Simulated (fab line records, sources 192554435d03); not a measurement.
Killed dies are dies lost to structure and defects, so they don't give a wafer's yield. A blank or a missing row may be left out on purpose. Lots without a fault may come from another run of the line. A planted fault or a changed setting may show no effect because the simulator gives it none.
Chamber matching | flow n5_finfet | N5_FIN_CUT_CUT_ETCH_28 on rie_si-05: 4 sister chambers
The step etches Si in HBr/Cl2/O2, target depth 6 nm, time 2.4 s. 4 wafers are shown with their chamber, then 7 later ones without.

WAFERS WITH THEIR CHAMBER
wafer  | chamber | drypump_motor_current_A (A)
L080.4 | 0       | 5.3
L084.6 | 3       | 5.8
L093.1 | 2       | 5.6
L093.3 | 1       | 5.5

WAFERS WITHOUT THEIR CHAMBER
wafer  | drypump_motor_current_A (A)
L093.5 | 5.5
L094.3 | 5.8
L094.5 | 5.2
L094.6 | 5.8
L097.1 | 5.6
L097.3 | 5.2
L097.4 | 5.8

WHICH CHAMBER EACH WENT THROUGH
wafer  | from the rows above     | in truth
L093.5 | can't be placed: 1 or 2 | 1
L094.3 | 3                       | 3
L094.5 | 0                       | 0
L094.6 | 3                       | 3
L097.1 | can't be placed: 2 or 1 | 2
L097.3 | 0                       | 0
L097.4 | 3                       | 3
Placed correctly: 5 of 7. Can't be placed from these rows: 2 (the true chamber is among the candidates in 2). Placed wrongly: 0.
How it was worked out, from the rows above alone: a wafer's distance from a chamber is the root of the sum, over the readings, of the square of ((its reading less the chamber's mean) divided by the reading's scatter). The wafer belongs to the nearest chamber; if the next one is less than 2 further off, it can't be placed. A chamber's mean is the mean of its shown wafers. The scatter: with one shown wafer a chamber, the root of the mean of the squares of how far each hidden wafer lies from its nearest shown one.
